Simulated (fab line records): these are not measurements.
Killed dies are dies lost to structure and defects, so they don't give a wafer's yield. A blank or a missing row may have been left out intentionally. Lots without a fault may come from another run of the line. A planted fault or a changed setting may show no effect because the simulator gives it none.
Which tool did it? | flow n5-finfet | 72 wafers from 24 lots sampled at 5 of the route's 1938 steps

## WHAT THE GAUGES SHOWED, per wafer
N5_BEOL_M13_INSPECT_55: inspects for defects (darkfield). Usual: raw-defect-count 70, standard deviation 29.
lot  | measured     | on                | raw-defect-count | flag
L074 | day 11 06:38 | defect-inspect-01 | 39 58 50         |
L075 | day 11 15:13 | defect-inspect-02 | 60 55 155        |
L077 | day 11 23:22 | defect-inspect-01 | 92 67 73         |
L076 | day 12 07:55 | defect-inspect-02 | 84 89 75         |
L078 | day 12 18:04 | defect-inspect-01 | 78 96 65         |
L079 | day 13 06:42 | defect-inspect-02 | 44 54 64         |
L080 | day 13 16:50 | defect-inspect-02 | 80 47 45         |
L081 | day 13 19:53 | defect-inspect-01 | 46 80 46         |
L082 | day 13 20:13 | defect-inspect-02 | 144 167 98       |
L084 | day 14 01:47 | defect-inspect-01 | 61 62 41         |
L085 | day 14 09:18 | defect-inspect-01 | 43 53 60         |
L083 | day 14 10:01 | defect-inspect-01 | 62 74 42         |
L086 | day 14 11:42 | defect-inspect-01 | 43 56 48         |
L088 | day 15 04:58 | defect-inspect-02 | 52 48 67         |
L087 | day 15 05:16 | defect-inspect-01 | 170 119 124      |
L090 | day 15 10:13 | defect-inspect-02 | 53 67 103        |
L089 | day 15 17:15 | defect-inspect-02 | 79 36 71         |
L091 | day 15 19:39 | defect-inspect-02 | 50 48 61         |
L092 | day 16 01:00 | defect-inspect-01 | 73 47 42         |
L093 | day 16 11:21 | defect-inspect-02 | 39 43 38         |
L094 | day 16 17:40 | defect-inspect-02 | 103 73 93        |
L095 | day 17 01:49 | defect-inspect-02 | 116 64 82        |
L096 | day 17 02:57 | defect-inspect-01 | 88 63 36         |
L097 | day 17 08:42 | defect-inspect-01 | 96 59 59         |

N5_BEOL_M14_CD_MEAS_10: target cd 250 nm. Usual: cd-nm 249.5 nm, standard deviation 2.4.
lot  | measured     | on        | cd-nm (nm)        | flag
L074 | day 11 07:17 | cd-sem-03 | 252.2 250.8 247.9 |
L075 | day 11 15:52 | cd-sem-01 | 249.8 245.0 247.9 |
L077 | day 12 00:02 | cd-sem-02 | 251.2 245.6 244.1 |
L076 | day 12 08:40 | cd-sem-02 | 246.9 248.8 249.5 |
L078 | day 12 18:44 | cd-sem-02 | 253.0 253.3 249.5 |
L079 | day 13 07:14 | cd-sem-02 | 248.9 252.5 252.9 |
L080 | day 13 17:22 | cd-sem-01 | 247.3 247.4 249.9 |
L081 | day 13 20:32 | cd-sem-02 | 245.3 251.9 250.5 |
L082 | day 13 20:52 | cd-sem-02 | 253.1 247.6 250.3 |
L084 | day 14 02:26 | cd-sem-01 | 246.3 245.0 245.7 |
L085 | day 14 09:58 | cd-sem-02 | 250.4 253.2 251.6 |
L083 | day 14 10:33 | cd-sem-02 | 251.9 249.9 250.9 |
L086 | day 14 12:22 | cd-sem-03 | 251.4 251.7 248.6 |
L088 | day 15 05:30 | cd-sem-03 | 249.4 253.6 248.8 |
L087 | day 15 05:47 | cd-sem-03 | 247.0 248.5 248.5 |
L090 | day 15 10:45 | cd-sem-02 | 246.7 249.1 252.3 |
L089 | day 15 17:48 | cd-sem-03 | 250.9 248.4 250.8 |
L091 | day 15 20:19 | cd-sem-02 | 253.3 247.8 248.9 |
L092 | day 16 01:40 | cd-sem-01 | 249.3 248.8 251.2 |
L093 | day 16 11:53 | cd-sem-01 | 252.7 250.8 254.7 |
L094 | day 16 18:11 | cd-sem-01 | 250.8 253.9 249.5 |
L095 | day 17 02:20 | cd-sem-02 | 249.5 250.6 246.0 |
L096 | day 17 03:29 | cd-sem-01 | 248.9 249.1 253.7 |
L097 | day 17 09:14 | cd-sem-02 | 247.3 245.1 251.1 |

N5_BEOL_M14_INSPECT_55: inspects for defects (darkfield). Usual: raw-defect-count 65, standard deviation 22.
lot  | measured     | on                | raw-defect-count | flag
L074 | day 11 11:32 | defect-inspect-01 | 80 60 122        |
L075 | day 11 20:57 | defect-inspect-01 | 105 99 120       |
L077 | day 12 04:19 | defect-inspect-02 | 40 83 81         |
L076 | day 12 12:20 | defect-inspect-02 | 61 53 64         |
L078 | day 13 00:05 | defect-inspect-02 | 42 27 47         |
L079 | day 13 11:02 | defect-inspect-01 | 60 64 83         |
L080 | day 13 23:20 | defect-inspect-01 | 143 61 41        |
L081 | day 14 02:20 | defect-inspect-01 | 54 58 49         |
L082 | day 14 02:36 | defect-inspect-02 | 51 64 78         |
L084 | day 14 07:58 | defect-inspect-02 | 61 67 69         |
L085 | day 14 19:05 | defect-inspect-02 | 60 52 68         |
L083 | day 14 19:28 | defect-inspect-01 | 59 58 100        |
L086 | day 14 21:37 | defect-inspect-02 | 85 46 72         |
L088 | day 15 11:12 | defect-inspect-02 | 51 46 65         |
L087 | day 15 11:38 | defect-inspect-01 | 60 50 34         |
L090 | day 15 15:27 | defect-inspect-02 | 65 124 138       |
L089 | day 15 21:23 | defect-inspect-01 | 39 43 66         |
L091 | day 16 04:50 | defect-inspect-02 | 69 74 46         |
L092 | day 16 07:23 | defect-inspect-01 | 65 56 43         |
L093 | day 16 17:23 | defect-inspect-02 | 51 66 79         |
L094 | day 16 23:57 | defect-inspect-01 | 66 47 36         |
L095 | day 17 05:59 | defect-inspect-02 | 61 66 52         |
L096 | day 17 11:07 | defect-inspect-01 | 37 57 55         |
L097 | day 17 14:17 | defect-inspect-01 | 48 55 83         |

## TOOL THAT RAN EACH LOT (tool first, then ch and the chambers of the sampled wafers, then the start)
lot  | N5_BEOL_M13_ANNEAL_48            | N5_BEOL_M14_ANNEAL_48
L074 | rtp-anneal-01 ch 0, day 11 05:53 | rtp-anneal-01 ch 0, day 11 10:48
L075 | rtp-anneal-02 ch 0, day 11 14:28 | rtp-anneal-01 ch 0, day 11 20:13
L077 | rtp-anneal-02 ch 0, day 11 22:43 | rtp-anneal-01 ch 0, day 12 03:32
L076 | rtp-anneal-02 ch 0, day 12 07:18 | rtp-anneal-02 ch 0, day 12 11:41
L078 | rtp-anneal-01 ch 0, day 12 17:20 | rtp-anneal-01 ch 0, day 12 23:19
L079 | rtp-anneal-01 ch 0, day 13 06:00 | rtp-anneal-01 ch 0, day 13 10:20
L080 | rtp-anneal-02 ch 0, day 13 16:05 | rtp-anneal-02 ch 0, day 13 22:25
L081 | rtp-anneal-01 ch 0, day 13 19:03 | rtp-anneal-01 ch 0, day 14 01:35
L082 | rtp-anneal-01 ch 0, day 13 19:28 | rtp-anneal-01 ch 0, day 14 01:51
L084 | rtp-anneal-01 ch 0, day 14 01:02 | rtp-anneal-02 ch 0, day 14 07:13
L085 | rtp-anneal-01 ch 0, day 14 08:36 | rtp-anneal-01 ch 0, day 14 18:23
L083 | rtp-anneal-01 ch 0, day 14 09:22 | rtp-anneal-01 ch 0, day 14 18:49
L086 | rtp-anneal-01 ch 0, day 14 11:02 | rtp-anneal-01 ch 0, day 14 20:57
L088 | rtp-anneal-01 ch 0, day 15 04:16 | rtp-anneal-01 ch 0, day 15 10:02
L087 | rtp-anneal-01 ch 0, day 15 04:32 | rtp-anneal-02 ch 0, day 15 10:56
L090 | rtp-anneal-01 ch 0, day 15 09:29 | rtp-anneal-02 ch 0, day 15 14:45
L089 | rtp-anneal-02 ch 0, day 15 16:29 | rtp-anneal-01 ch 0, day 15 20:37
L091 | rtp-anneal-02 ch 0, day 15 19:00 | rtp-anneal-02 ch 0, day 16 04:09
L092 | rtp-anneal-01 ch 0, day 16 00:18 | rtp-anneal-02 ch 0, day 16 06:41
L093 | rtp-anneal-02 ch 0, day 16 10:35 | rtp-anneal-02 ch 0, day 16 16:40
L094 | rtp-anneal-02 ch 0, day 16 16:56 | rtp-anneal-02 ch 0, day 16 23:14
L095 | rtp-anneal-02 ch 0, day 17 01:04 | rtp-anneal-02 ch 0, day 17 05:14
L096 | rtp-anneal-01 ch 0, day 17 02:15 | rtp-anneal-01 ch 0, day 17 10:27
L097 | rtp-anneal-01 ch 0, day 17 07:55 | rtp-anneal-02 ch 0, day 17 13:32
- N5_BEOL_M13_ANNEAL_48: time 90 s.
- N5_BEOL_M14_ANNEAL_48: time 90 s.

## AS READ BY THE TOOLS THEMSELVES (means over the sampled wafers that have a number; for cases with no such wafer, the mark the record gives instead)
N5_BEOL_M13_ANNEAL_48. Usual: anneal-temp-c-max 226.0, standard deviation 0.47; wafer_temp_C_max 225.70, standard deviation 0.21.
lot  | tool          | anneal-temp-c-max | wafer_temp_C_max | flag
L074 | rtp-anneal-01 | 226.3             | 225.55           |
L075 | rtp-anneal-02 | 225.5             | 225.80           |
L077 | rtp-anneal-02 | 225.5             | 226.08           |
L076 | rtp-anneal-02 | 225.6             | 225.99           |
L078 | rtp-anneal-01 | 226.5             | 225.56           |
L079 | rtp-anneal-01 | 226.5             | 225.32           |
L080 | rtp-anneal-02 | 225.4             | 225.72           |
L081 | rtp-anneal-01 | 226.4             | 225.74           |
L082 | rtp-anneal-01 | 226.2             | 225.68           |
L084 | rtp-anneal-01 | 226.2             | 225.82           |
L085 | rtp-anneal-01 | 226.5             | 225.75           |
L083 | rtp-anneal-01 | 226.3             | 225.75           |
L086 | rtp-anneal-01 | 226.3             | 225.91           |
L088 | rtp-anneal-01 | 226.3             | 225.82           |
L087 | rtp-anneal-01 | 226.4             | 225.63           |
L090 | rtp-anneal-01 | 226.4             | 225.46           |
L089 | rtp-anneal-02 | 225.5             | 225.56           |
L091 | rtp-anneal-02 | 225.6             | 225.83           |
L092 | rtp-anneal-01 | 226.5             | 225.68           |
L093 | rtp-anneal-02 | 225.5             | 225.74           |
L094 | rtp-anneal-02 | 225.6             | 225.63           |
L095 | rtp-anneal-02 | 225.6             | 225.73           |
L096 | rtp-anneal-01 | 226.3             | 225.53           |
L097 | rtp-anneal-01 | 226.2             | 225.91           |

N5_BEOL_M14_ANNEAL_48. Usual: anneal-temp-c-max 226.0, standard deviation 0.5; wafer_temp_C_max 225.75, standard deviation 0.22.
lot  | tool          | anneal-temp-c-max | wafer_temp_C_max | flag
L074 | rtp-anneal-01 | 226.2             | 225.70           |
L075 | rtp-anneal-01 | 226.5             | 225.63           |
L077 | rtp-anneal-01 | 226.5             | 225.55           |
L076 | rtp-anneal-02 | 225.4             | 225.66           |
L078 | rtp-anneal-01 | 226.2             | 225.75           |
L079 | rtp-anneal-01 | 226.3             | 225.85           |
L080 | rtp-anneal-02 | 225.5             | 225.75           |
L081 | rtp-anneal-01 | 226.3             | 225.72           |
L082 | rtp-anneal-01 | 226.2             | 225.58           |
L084 | rtp-anneal-02 | 225.5             | 226.09           |
L085 | rtp-anneal-01 | 226.3             | 225.75           |
L083 | rtp-anneal-01 | 226.2             | 225.94           |
L086 | rtp-anneal-01 | 226.6             | 225.50           |
L088 | rtp-anneal-01 | 226.3             | 225.88           |
L087 | rtp-anneal-02 | 225.3             | 225.77           |
L090 | rtp-anneal-02 | 225.7             | 225.77           |
L089 | rtp-anneal-01 | 226.4             | 225.67           |
L091 | rtp-anneal-02 | 225.6             | 225.72           |
L092 | rtp-anneal-02 | 225.4             | 226.01           |
L093 | rtp-anneal-02 | 225.3             | 225.82           |
L094 | rtp-anneal-02 | 225.7             | 225.62           |
L095 | rtp-anneal-02 | 225.8             | 225.73           |
L096 | rtp-anneal-01 | 226.1             | 225.76           |
L097 | rtp-anneal-02 | 225.7             | 225.69           |

## THE ANSWER, worked out from the rows above alone
Rule: take the mean of a lot's wafers that have a number; if it is more than 3 standard deviations from the usual mean, the lot is off. A lot without any number at a reading at which 4 lots or more have one is off too. The other lots that the step has rows for count as sound. After the gauges, taken in route order, come the tools' own readings; for these a lot's mean is taken, as printed above. The first step at which some lot is off is used, and at that step the reading that is off furthest; a lot without a number counts as furthest.
Across all readings shown, no lot is off: no conclusion can be drawn from this.

## WHAT WAS PUT IN BY THE SIMULATOR
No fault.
